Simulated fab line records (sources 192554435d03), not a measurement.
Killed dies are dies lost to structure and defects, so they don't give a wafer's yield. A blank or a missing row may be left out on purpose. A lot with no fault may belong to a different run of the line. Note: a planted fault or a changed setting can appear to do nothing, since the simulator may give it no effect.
Matching of chambers + flow n5 finfet + rie diel-01 running N5_MIM_BOT_LITHO_DESCUM_10: 4 sister chambers
The step chemistry O2, time 7.9 s. 7 wafers are shown with their chamber, then 10 later ones without.

== WAFERS, EACH WITH ITS CHAMBER ==
| wafer  | chamber | drypump motor current A (A) | throttle valve pct (%) |
|--------|---------|-----------------------------|------------------------|
| L079.2 | 2       | 5.6                         | 20.39                  |
| L086.4 | 0       | 5.6                         | 20.34                  |
| L086.5 | 0       | 5.6                         | 20.35                  |
| L087.3 | 1       | 5.5                         | 20.07                  |
| L087.5 | 1       | 5.6                         | 20.05                  |
| L089.2 | 3       | 4.8                         | 19.86                  |
| L089.5 | 3       | 4.8                         | 19.88                  |

== WAFERS MISSING THEIR CHAMBER ==
| wafer  | drypump motor current A (A) | throttle valve pct (%) |
|--------|-----------------------------|------------------------|
| L089.6 | 5.6                         | 20.34                  |
| L094.2 | 5.6                         | 20.43                  |
| L094.3 | 4.8                         | 19.87                  |
| L094.4 | 5.7                         | 20.34                  |
| L093.1 | 5.5                         | 20.08                  |
| L093.4 | 4.8                         | 19.88                  |
| L093.5 | 5.6                         | 20.43                  |
| L097.2 | 5.6                         | 20.46                  |
| L097.4 | 5.6                         | 20.05                  |
| L097.5 | 5.7                         | 20.04                  |

== CHAMBER TAKEN BY EACH ==
| wafer  | from the rows above | in truth                   |
|--------|---------------------|----------------------------|
| L089.6 | 0                   | 0                          |
| L094.2 | 2                   | 2                          |
| L094.3 | 3                   | 3                          |
| L094.4 | 0                   | 0                          |
| L093.1 | 1                   | 1                          |
| L093.4 | 3                   | 3                          |
| L093.5 | 2                   | 2                          |
| L097.2 | 2                   | 2                          |
| L097.4 | 1                   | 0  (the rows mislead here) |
| L097.5 | 1                   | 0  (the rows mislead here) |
Correct placement for 8 of the 10. From these rows, 0 cannot be placed. Placed wrongly: 2.
How it was worked out, from the rows above alone: a wafer's distance from a chamber is the root of the sum, over the readings, of the square of ((its reading less the chamber's mean) divided by the reading's scatter). The wafer belongs to the nearest chamber; if the next one is less than 2 further off, it can't be placed. The mean given for a chamber averages the wafers shown for that chamber. The scatter: the root of (the sum of the squares of (reading less its chamber's mean) over the shown wafers, divided by (wafers less chambers)).
